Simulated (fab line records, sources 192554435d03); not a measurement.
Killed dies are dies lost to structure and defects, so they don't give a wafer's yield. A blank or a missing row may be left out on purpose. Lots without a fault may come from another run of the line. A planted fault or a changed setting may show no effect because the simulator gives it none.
fab line records | flow n5_finfet
record lots=9 wafers=27 last_day=18
route steps=1938 shown BEOL_M2@882 BEOL_M4@1111 PASSIVATION@1936
lots that met no fault: from a run of the same line without faults
start_h: hours from the record's first day to the start of the lot's first wafer shown | wait_h: hours since the lot's step before | " the same as in the row above | L1.1+2: a row that stands for several wafers | - no value, or no start given | * or withheld: withheld | < > ~ a bound
route shown NAME@n: a module of which the file shows steps, and the number in the route of the first | usual: mean/standard deviation of fault-free wafers | same: alike in all rows | chamber/n: place in a boat | sites: the reading at each site | _std_site: their standard deviation | _edge_site: outer sites' mean less inner sites' | radius_mm: how far each site lies from the wafer's centre | mask NAME#n: copy n | behind: the tool/chamber that last shaped the wafer | hold: why the lot was held/for how many hours/how that ended | device: the transistor (n, p or np) that didn't switch | end of line: the same wafers' tests at the end of the route | a step without rows: its recipe alone | killed: dies lost to structure and defects at the first sort, not the wafer's yield | map: a wafer's dies, x killed, . not, _ none there
set.NAME: the setting as run; set.NAME@STEP: as run at that earlier step | model.NAME: the simulator's own value behind a step, which no gauge read
steps of the route over a sample of lots; a table a step, a row a wafer
services: from which hour (start_h, from the record's first day; less than 0 if before it) a tool's chamber was out of use, for how many hours, and why
## steps
# step N5_BEOL_M2_ALD_98
# recipe material=SiO2 target_thk_a=25 temp_c=100 ald_precursor_family=BDEAS ald_co_reactant=O2-plasma pulse_time_s=1 co_reactant_pulse_time_s=1 purge_time_s=2 co_reactant_purge_time_s=2 ald_cycles=17 pressure_torr=2
# usual heater_power_w=79/8.4 precursor_pulse_height_rel=1.001/0.022
# same co_reactant_pulse_time_s=1
# columns lot.wafer tool chamber start_h wait_h heater_power_w precursor_pulse_height_rel
L616.1 ald_sin-03 1 165.26 0.1 69 0.993
L616.2 " 3 " " 77 1.017
L616.4 " 2 " " 71 0.958
L620.1 ald_sin-01 3 181.80 0.1 72 0.998
L620.3 " 2 " " 89 0.993
L620.6 " 1 " " 66 0.967
L625.1 ald_sin-03 3 204.03 0.5 77 1.031
L625.2 " 2 " " 71 1.002
L625.5 " 0 " " 87 0.986
L629.1 ald_sin-04 0 238.42 0.1 83 0.971
L629.2 " 1 " " 70 1.018
L629.6 " 3 " " 89 1.004
L630.4 ald_sin-03 0 241.80 0.2 86 1.044
L630.5 " 1 " " 70 1.009
L630.6 " 0 " " 86 1.009
L631.1 ald_sin-01 2 243.94 0.3 84 0.975
L631.2 " 3 " " 75 0.995
L631.4 " 1 " " 65 1.044
L634.2 ald_sin-04 1 263.44 0.1 69 0.994
L634.4 " 3 " " 90 0.986
L634.5 " 0 " " 84 1.000
L635.1 ald_sin-03 2 269.46 0.6 71 1.013
L635.4 " 0 " " 85 0.982
L635.5 " 1 " " 68 0.974
L636.1 ald_sin-04 1 278.11 0.3 71 1.038
L636.4 " 3 " " 89 1.020
L636.6 " 3 " " 90 0.999
# step N5_BEOL_M2_ETCHBACK_99
# recipe chemistry=CHF3 target=SiO2 target_depth_a=50 time_s=10.4 source_w=215 bias_w=47 Ar_flow_sccm=200 CHF3_flow_sccm=12 ion_energy_ev=100 pressure_mtorr=30
# usual drypump_motor_current_A=5.7/0.4 oes_product_au=0.75/0.078 rf_vpp_V=240/3.7 showerhead_plenum_p_Torr=2.15/0.086 throttle_valve_pct=17.14/0.16
# columns lot.wafer tool chamber start_h wait_h drypump_motor_current_A oes_product_au rf_hours_counter_h rf_vpp_V showerhead_plenum_p_Torr throttle_valve_pct
L616.1 rie_diel-01 2 171.97 6.7 6.4 0.68 227 242 2.21 17.08
L616.2 " 0 " " 5.5 0.80 78 239 2.18 16.86
L616.4 " 3 " " 5.3 0.71 215 242 2.14 17.11
L620.1 rie_diel-05 3 183.05 1.2 5.1 0.72 205 235 2.15 17.18
L620.3 " 2 " " 5.4 0.67 242 244 2.05 17.23
L620.6 " 1 " " 6.6 0.96 - 239 2.31 17.13
L625.1 rie_diel-01 0 221.55 17.5 5.5 0.78 97 239 2.17 16.88
L625.2 " 3 " " 5.3 0.70 234 242 2.13 17.15
L625.5 " 1 " " 6.1 0.70 - 234 2.12 17.30
L630.4 rie_diel-01 3 242.11 0.3 5.3 0.70 - 244 2.13 17.19
L630.5 " 0 " " 5.5 0.76 - 240 2.17 16.91
L630.6 " 1 " " 6.1 0.69 - 235 2.12 17.31
L629.1 rie_diel-06 1 242.33 3.9 5.8 0.94 5 242 2.13 17.01
L629.2 " 3 " " 5.7 0.77 150 245 2.24 17.19
L629.6 " 1 " " 5.7 0.93 - 241 2.13 16.99
L631.1 rie_diel-06 2 246.73 2.7 5.6 0.69 235 242 2.02 17.11
L631.2 " 1 " " 5.7 0.94 7 243 2.13 16.99
L631.4 " 3 " " 5.7 0.77 151 246 2.24 17.18
L634.2 rie_diel-01 1 267.40 3.9 6.1 0.68 230 233 2.12 17.34
L634.4 " 0 " " 5.5 0.76 - 241 2.16 16.94
L634.5 " 2 " " 6.4 0.96 - 241 2.20 16.64
L635.1 rie_diel-06 0 275.23 5.7 6.0 0.73 178 238 2.22 17.12
L635.4 " 3 " " 5.8 0.76 161 246 2.24 17.21
L635.5 " 3 " " 5.7 0.76 - 246 2.24 17.20
L636.1 rie_diel-05 1 279.35 1.2 6.6 0.89 45 238 2.30 17.20
L636.4 " 3 " " 5.1 0.69 243 236 2.13 17.25
L636.6 " 2 " " 5.4 0.91 - 249 2.30 16.77
# step N5_BEOL_M2_CVD_47
# recipe material=Co target_thk_a=30 temp_c=withheld precursor=CCTBA/H2 pressure_torr=30 time_s=223.8
# usual chamber_pressure_Torr=29.99/0.069 run_length_s=247.0/0.59
# columns lot.wafer tool chamber start_h wait_h chamber_pressure_Torr run_length_s
L616.1 cvd_co-02 2 173.23 0.0 30.01 246.9
L616.2 " 1 " " 29.91 248.2
L616.4 " 1 " " 29.88 247.3
L620.1 cvd_co-01 2 184.62 0.2 29.94 246.6
L620.3 " 0 " " 29.96 246.6
L620.6 " 0 " " 29.94 246.1
L625.1 cvd_co-01 0 223.19 0.0 30.04 246.2
L625.2 " 2 " " 29.96 246.6
L625.5 " 0 " " 29.96 246.8
L630.4 cvd_co-01 0 243.37 0.1 - -
L630.5 " 2 " " - -
L630.6 " 1 " " - -
L629.1 cvd_co-02 0 243.84 0.1 - -
L629.2 " 2 " " - -
L629.6 " 2 " " - -
L631.1 cvd_co-01 0 248.63 0.0 - -
L631.2 " 2 " " - -
L631.4 " 1 " " - -
L634.2 cvd_co-01 2 268.85 0.2 29.93 247.2
L634.4 " 0 " " 29.94 246.2
L634.5 " 2 " " 29.96 246.9
L635.1 cvd_co-01 1 277.29 0.1 29.99 247.3
L635.4 " 1 " " 30.01 246.6
L635.5 " 2 " " 29.93 247.2
L636.1 cvd_co-01 2 280.74 0.0 30.10 246.7
L636.4 " 1 " " 30.04 247.4
L636.6 " 2 " " 29.99 246.9
# step N5_BEOL_M2_SPUTTER_81
# recipe material=Cu target_thk_a=45 temp_c=-20 chamber_pressure_pa=0.07 power_w=withheld time_s=8.29
# usual substrate_temp_c=-20.00/0.11 throttle_valve_pct=29.9/1.3
# columns lot.wafer tool chamber start_h wait_h substrate_temp_c throttle_valve_pct
L616.1 pvd_sputter-03 - 173.96 0.1 -20.03 31.3
L616.2 " - " " -19.88 27.9
L616.4 " - " " -20.10 30.9
L620.1 pvd_sputter-03 - 185.37 0.1 -19.95 31.0
L620.3 " - " " -19.96 31.5
L620.6 " - " " -20.26 28.7
L625.1 pvd_sputter-02 - 223.83 0.1 -19.91 29.1
L625.2 " - " " -19.86 32.5
L625.5 " - " " -19.93 30.9
L630.4 pvd_sputter-01 - 243.91 0.1 -20.20 29.2
L630.5 " - " " -20.06 29.9
L630.6 " - " " -19.91 30.4
L629.1 pvd_sputter-02 - 244.47 0.1 -20.07 32.8
L629.2 " - " " -19.98 30.9
L629.6 " - " " -19.95 28.6
L631.1 pvd_sputter-01 - 249.23 0.1 -20.02 30.3
L631.2 " - " " -20.10 29.5
L631.4 " - " " -19.90 29.3
L634.2 pvd_sputter-01 - 269.67 0.1 -19.97 29.9
L634.4 " - " " -19.97 30.3
L634.5 " - " " -19.80 29.8
L635.1 pvd_sputter-01 - 278.09 0.1 -20.05 30.0
L635.4 " - " " -19.93 30.0
L635.5 " - " " -20.16 30.0
L636.1 pvd_sputter-03 - 281.37 0.1 -20.07 28.5
L636.4 " - " " -20.10 31.7
L636.6 " - " " -20.09 27.9
# step N5_BEOL_M2_CMP_52
# recipe stop_on=SiOC t_overpolish_s=6.8 down_force_psi=1 platen_rpm=50 clearing_platen_down_force_psi=1.5 clearing_platen_rpm=50 post_cmp_clean=cu_alkaline target_thk_nm=40 clearing_platen_pad_velocity_m_s=0.99484 pad_velocity_m_s=0.99484
# usual barrier_field_endpoint_s=24.9/0.78 edge_zone_pressure_frac=1.000/0.005 motor_current_A=6.0/0.64 slurry_flow_ml_min=149.9/0.45
# columns lot.wafer tool chamber start_h wait_h barrier_field_endpoint_s edge_zone_pressure_frac motor_current_A slurry_flow_ml_min
L616.4 cmp-01 1 175.98 0.2 25.8 0.998 5.6 149.2
L616.1 " 2 " " 24.5 0.998 5.7 150.4
L616.2 " 3 " " 25.4 0.994 5.6 150.2
L620.3 cmp-01 1 187.22 0.2 26.0 1.006 5.2 148.9
L620.1 " 3 " " 25.3 0.997 5.5 149.7
L620.6 " 0 " " 26.6 0.998 6.3 150.8
L625.2 cmp-03 1 225.68 0.2 24.4 1.004 6.6 149.7
L625.1 " 2 " " 23.9 1.002 5.9 150.8
L625.5 " 1 " " 24.7 0.994 6.2 149.2
L630.4 cmp-04 0 245.72 0.1 21.8 0.989 4.8 149.3
L630.6 " 0 " " 22.3 0.993 4.7 149.3
L630.5 " 1 " " 21.2 0.994 6.6 150.1
L629.2 cmp-03 1 246.36 0.3 20.2 1.005 6.5 150.5
L629.1 " 2 " " 21.1 0.995 6.3 149.7
L629.6 " 3 " " 21.3 1.005 5.7 150.5
L631.1 cmp-03 2 251.06 0.3 19.8 1.007 5.9 150.2
L631.2 " 3 " " 21.0 0.997 5.9 150.0
L631.4 " 0 " " 21.0 1.003 7.1 149.1
L634.2 cmp-03 0 271.56 0.3 24.4 0.998 6.8 148.9
L634.4 " 1 " " 24.4 1.004 6.3 149.4
L634.5 " 3 " " 25.3 1.003 5.9 150.1
L635.1 cmp-01 3 279.95 0.3 24.1 1.000 5.1 149.9
L635.4 " 1 " " 24.8 1.002 5.3 149.5
L635.5 " 3 " " 25.0 1.002 5.3 150.1
L636.4 cmp-03 2 283.22 0.2 23.7 1.002 6.2 149.8
L636.1 " 0 " " 23.8 0.999 7.0 149.9
L636.6 " 1 " " 24.8 1.001 6.3 149.5
# step N5_BEOL_M4_RC_MEAS_101
# usual DIBL_N=35.9/1.4 DIBL_P=35.9/1.7 IOFF_N=0.160/0.026 IOFF_P=0.21/0.036 ION_N=672/11 ION_P=461/8.1 SS_N=71.4/0.54 SS_P=73.2/0.67 VT_N=249.3/2.7 VT_P=-250/3.9
# columns lot.wafer tool chamber start_h wait_h DIBL_N[mV/V] DIBL_P[mV/V] IOFF_N[nA/um] IOFF_P[nA/um] ION_N[uA/um] ION_P[uA/um] SS_N[mV/dec] SS_P[mV/dec] VT_N[mV] VT_P[mV]
L616.1 prober-02 0 196.80 0.0 36.3 36.2 0.161 0.22 674 462 71.1 74.1 249.6 -247
L616.2 " 0 " " 38.0 39.1 0.208 0.28 682 465 72.0 73.7 246.3 -248
L616.4 " 0 " " 36.7 35.7 0.169 0.21 674 454 71.8 73.2 250.4 -247
L620.1 prober-01 0 208.68 0.0 36.4 34.8 0.153 0.20 671 464 71.4 73.4 250.6 -250
L620.3 " 0 " " 36.4 35.9 0.160 0.23 677 474 71.3 73.2 248.7 -247
L620.6 " 0 " " 35.4 34.2 0.147 0.20 670 465 70.6 72.6 249.6 -246
L625.1 prober-02 0 250.04 0.0 38.3 39.4 0.204 0.25 676 464 72.0 73.9 243.8 -250
L625.2 " 0 " " 35.8 36.3 0.158 0.20 686 466 71.6 72.9 248.7 -250
L625.5 " 0 " " 36.1 36.8 0.169 0.21 687 463 71.7 72.5 245.5 -251
L634.2 prober-02 0 291.75 0.2 40.2 39.1 0.228 0.27 677 468 72.5 74.4 246.0 -248
L634.4 " 0 " " 35.4 34.9 0.132 0.19 672 462 70.7 72.5 252.0 -254
L634.5 " 0 " " 37.4 37.0 0.165 0.22 682 465 71.2 73.3 247.7 -249
L635.1 prober-01 0 309.69 0.0 36.2 37.0 0.186 0.23 670 458 72.1 73.9 245.1 -248
L635.4 " 0 " " 35.4 37.1 0.171 0.22 690 465 71.6 74.4 248.0 -250
L635.5 " 0 " " 34.2 34.5 0.136 0.18 660 451 71.1 72.8 251.7 -253
L636.1 prober-02 0 316.26 0.0 36.1 36.2 0.149 0.18 665 456 71.0 72.9 252.6 -253
L636.4 " 0 " " 35.0 35.4 0.136 0.17 678 459 70.9 73.7 253.1 -255
L636.6 " 0 " " 38.2 39.4 0.190 0.24 675 462 71.5 74.2 249.5 -248
# step N5_PASSIVATION_PROBE_49
# usual defect_limited_yield=90.9/1.5 killed_at_M0_to_M3=35/10 killed_at_M4_up=14/5.2 killed_at_contacts=13/7.3 killed_at_front_end=42/12 killed_at_other=3.4/2.5 killed_dies=108/18 killed_on_rim=14/4.2 killed_open=70/13 killed_short=35/8 sort_bin_5_function=5.4/1 sort_bin_6_memory=3.4/0.71 sort_bin_8_speed=0.00/0.0099 sort_n_pass=1072/18 sort_yield_pct=90.9/1.5
# same gross_dies=1180 killed_at_back_side=0 sort_bin_4_leakage[%]=0
# columns lot.wafer tool chamber start_h wait_h defect_limited_yield[%] killed_at_M0_to_M3 killed_at_M4_up killed_at_contacts killed_at_front_end killed_at_other killed_dies killed_on_rim killed_open killed_short sort_bin_5_function[%] sort_bin_6_memory[%] sort_bin_8_speed[%] sort_n_pass sort_yield_pct[%]
L625.1 prober-01 - 346.29 0.0 91.2 33 29 7 30 5 104 11 73 22 4.6 3.6 0 1076 91.2
L625.2 prober-01 - 346.34 0.1 89.7 48 23 12 34 4 121 11 67 52 5.8 4.0 0 1059 89.7
L625.5 prober-01 - 346.49 0.2 88.6 36 35 11 42 10 134 19 85 46 7.6 3.2 0 1046 88.6
L630.4 prober-02 - 367.17 0.2 0 1116 8 17 39 0 1180 152 56 34 89.0 10.8 0 0 0
L630.5 prober-02 - 367.22 0.2 0 1140 11 4 25 0 1180 152 50 36 91.7 8.1 0 0 0
L630.6 prober-02 - 367.27 0.3 0 1117 16 7 36 4 1180 152 65 26 90.3 9.5 0 0 0
L629.1 prober-02 - 376.57 0.0 0 1112 22 10 31 5 1180 152 72 37 88.4 10.9 0 0 0
L629.2 prober-02 - 376.62 0.1 0 1120 10 16 31 3 1180 152 69 27 89.9 9.6 0 0 0
L631.1 prober-02 - 381.99 0.0 0 1115 10 10 39 6 1180 152 72 21 90.1 9.6 0 0 0
L631.2 prober-02 - 382.04 0.1 0 1138 7 14 19 2 1180 152 52 21 90.1 9.8 0 0 0
L631.4 prober-02 - 382.14 0.2 0 1122 12 6 38 2 1180 152 51 34 89.2 10.5 0 0 0
# killed by level:class
L625.1 BEOL_M4:geometric_particle:open=14 STI_FIN_REVEAL:geometric_particle:open=7 BEOL_M1:geometric_particle:open=6 BEOL_M3:geometric_particle:open=6 DUMMY_GATE:geometric_particle:open=5 MOL_CONTACT_COAG:geometric_particle:open=5 BEOL_M0_SAQP:geometric_particle:short=5 BEOL_M2:geometric_particle:open=5
L625.2 BEOL_M3:geometric_particle:open=13 BEOL_M4:geometric_particle:open=12 FIN_SAQP:geometric_particle:short=11 MOL_CONTACT_COAG:geometric_particle:open=8 BEOL_M0_SAQP:geometric_particle:short=7 BEOL_M4:geometric_particle:short=6 BEOL_M0:geometric_particle:short=6 BEOL_M1:geometric_particle:open=6
L625.5 BEOL_M4:geometric_particle:open=24 BEOL_M2:geometric_particle:open=10 PASS1_CAP:geometric_particle:short=8 FIN_SAQP:geometric_particle:short=7 MOL_CONTACT_COAG:geometric_particle:open=7 STI_FIN_REVEAL:geometric_particle:open=7 DUMMY_GATE:geometric_particle:open=7 BEOL_M3:geometric_particle:open=6
L630.4 BEOL_M2:area_cvd=847 BEOL_M2:interface_void_opened=243 FIN_SAQP:geometric_particle:open=15 MOL_CONTACT_COAG:geometric_particle:open=12 BEOL_M0_SAQP:geometric_particle:short=8 BEOL_M0_SAQP:geometric_particle:open=6 FIN_SAQP:geometric_particle:short=5 DUMMY_GATE:geometric_particle:open=5
L630.5 BEOL_M2:area_cvd=859 BEOL_M2:interface_void_opened=234 BEOL_M0_SAQP:geometric_particle:open=12 BEOL_M0_SAQP:geometric_particle:short=9 BEOL_M2:geometric_particle:open=8 FIN_SAQP:geometric_particle:short=7 BEOL_M0:geometric_particle:open=7 DUMMY_GATE:geometric_particle:open=5
L630.6 BEOL_M2:area_cvd=856 BEOL_M2:interface_void_opened=233 FIN_SAQP:geometric_particle:open=13 BEOL_M2:geometric_particle:open=8 BEOL_M0:geometric_particle:open=6 BEOL_M4:geometric_particle:open=6 FIN_SAQP:geometric_particle:short=5 MOL_CONTACT_COAG:geometric_particle:open=5
L629.1 BEOL_M2:area_cvd=818 BEOL_M2:interface_void_opened=253 BEOL_M4:geometric_particle:open=19 BEOL_M0_SAQP:geometric_particle:short=11 STI_FIN_REVEAL:geometric_particle:open=9 BEOL_M0_SAQP:geometric_particle:open=8 BEOL_M1:geometric_particle:open=8 MOL_CONTACT_COAG:geometric_particle:open=6
L629.2 BEOL_M2:area_cvd=849 BEOL_M2:interface_void_opened=235 MOL_CONTACT_COAG:geometric_particle:open=11 BEOL_M0_SAQP:geometric_particle:open=9 BEOL_M1:geometric_particle:open=9 BEOL_M4:geometric_particle:open=9 FIN_SAQP:geometric_particle:open=7 FIN_SAQP:geometric_particle:short=5
L631.1 BEOL_M2:area_cvd=854 BEOL_M2:interface_void_opened=233 MOL_CONTACT_COAG:geometric_particle:open=10 FIN_SAQP:geometric_particle:open=8 STI_FIN_REVEAL:geometric_particle:open=8 BEOL_M1:geometric_particle:open=6 DUMMY_GATE:geometric_particle:open=5 GATE_CUT:geometric_particle:short=5
L631.2 BEOL_M2:area_cvd=851 BEOL_M2:interface_void_opened=255 MOL_CONTACT_COAG:geometric_particle:open=11 BEOL_M2:geometric_particle:open=8 BEOL_M3:geometric_particle:open=7 BEOL_M0:geometric_particle:open=5 FIN_SAQP:geometric_particle:short=4 BEOL_M1:geometric_particle:open=4
L631.4 BEOL_M2:area_cvd=837 BEOL_M2:interface_void_opened=258 GATE_CUT:geometric_particle:short=7 FIN_SAQP:geometric_particle:short=5 STI_FIN_REVEAL:geometric_particle:open=5 MOL_CONTACT_COAG:geometric_particle:open=5 STARTING-WAFER:geometric_particle:short=5 DUMMY_GATE:geometric_particle:open=4
## services
# columns tool chamber start_h hours kind
pvd_sputter-03 - 149.97 2.2 repair
cmp-04 - 158.07 4.0 pm
rie_diel-06 3 159.99 6.8 repair
cmp-04 - 163.54 6.9 pm
ald_sin-04 - 176.75 14.0 pm
cvd_co-02 - 179.76 2.8 pm
cmp-04 - 182.52 2.2 repair
cmp-04 - 190.31 1.1 repair
cmp-03 - 196.14 5.3 pm
cmp-01 - 197.77 4.0 pm
ald_sin-01 1 204.48 3.9 repair
cmp-04 - 212.95 18.4 pm
cvd_co-02 - 215.16 6.9 pm
cvd_co-01 0 215.84 2.9 repair
ald_sin-04 3 217.49 9.3 repair
rie_diel-05 1 221.26 6.6 repair
cmp-03 - 224.34 1.3 repair
cvd_co-02 - 228.18 3.4 repair
cmp-03 - 238.35 2.4 repair
rie_diel-01 2 252.91 7.8 repair
cmp-01 - 256.07 10.5 repair
cmp-03 - 263.56 1.7 repair
cmp-04 - 265.44 5.6 pm
ald_sin-01 - 269.50 14.0 pm
## key
first_sign step=N5_BEOL_M2_CVD_47 reading=tool_record direction=missing
effect step=N5_BEOL_M2_CMP_52 reading=barrier_field_endpoint_s direction=down sigmas=4.8 usual=24.9 struck=21.1
effect step=N5_PASSIVATION_PROBE_49 reading=killed_at_M0_to_M3 direction=up sigmas=99+ usual=35 struck=1122
more_kills_born_at N5_BEOL_M2_CVD_47@cvd_co-01=5104 N5_BEOL_M2_CVD_47@cvd_co-02=1666
met_at N5_BEOL_M2_CVD_47
struck_lots L629,L630,L631
rows_end L629.6
later_rows_left_out L629.1,L629.2,L630.4,L630.5,L630.6,L631.1,L631.2,L631.4
not_acting_at N5_BEOL_M2_ALD_98,N5_BEOL_M2_ETCHBACK_99,N5_BEOL_M2_SPUTTER_81
onset_between 223.19 243.37
earlier_fault kind=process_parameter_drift tool=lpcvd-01 chamber=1 onset_h=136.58 steps=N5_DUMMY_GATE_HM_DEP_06 channel=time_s offset=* shape=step acts_in=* stated=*
fault kind=skipped_step_whole tool=cvd_co-01,cvd_co-02 chamber=- onset_h=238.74 steps=N5_BEOL_M2_CVD_47 scope=struck_lots_only
# later_rows_left_out: the simulator's readings of these wafers behind a module that went badly wrong aren't trusted and aren't shown, but for the sort
# rows_end: these wafers met a further fault down the route, and their rows from its step on are left out
